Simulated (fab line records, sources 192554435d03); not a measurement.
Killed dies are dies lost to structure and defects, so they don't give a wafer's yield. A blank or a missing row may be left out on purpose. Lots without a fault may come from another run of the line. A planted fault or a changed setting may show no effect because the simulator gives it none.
Chamber matching | flow n5_finfet | N5_BEOL_M11_CURE_72 on uv_cure-03: 3 sister chambers
The step cures SiCOH lowk, time 120 s. 3 wafers are shown with their chamber, then 10 later ones without.

WAFERS WITH THEIR CHAMBER
wafer  | chamber | wafer_temp_C_max
L081.5 | 1       | 371.4
L084.6 | 2       | 372.7
L086.5 | 0       | 372.6

WAFERS WITHOUT THEIR CHAMBER
wafer  | wafer_temp_C_max
L086.6 | 372.4
L088.1 | 371.7
L088.2 | 373.3
L088.4 | 371.9
L093.2 | 370.9
L093.3 | 371.4
L093.4 | 371.5
L097.3 | 371.6
L097.4 | 371.3
L097.5 | 371.7

WHICH CHAMBER EACH WENT THROUGH
wafer  | from the rows above          | in truth
L086.6 | can't be placed: 0 or 2      | 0
L088.1 | can't be placed: 1 or 0      | 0
L088.2 | can't be placed: 2 or 0      | 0
L088.4 | can't be placed: 1 or 0 or 2 | 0
L093.2 | 1                            | 1
L093.3 | 1                            | 1
L093.4 | 1                            | 1
L097.3 | 1                            | 1
L097.4 | 1                            | 1
L097.5 | can't be placed: 1 or 0      | 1
Placed correctly: 5 of 10. Can't be placed from these rows: 5 (the true chamber is among the candidates in 5). Placed wrongly: 0.
How it was worked out, from the rows above alone: a wafer's distance from a chamber is the root of the sum, over the readings, of the square of ((its reading less the chamber's mean) divided by the reading's scatter). The wafer belongs to the nearest chamber; if the next one is less than 2 further off, it can't be placed. A chamber's mean is the mean of its shown wafers. The scatter: with one shown wafer a chamber, the root of the mean of the squares of how far each hidden wafer lies from its nearest shown one.
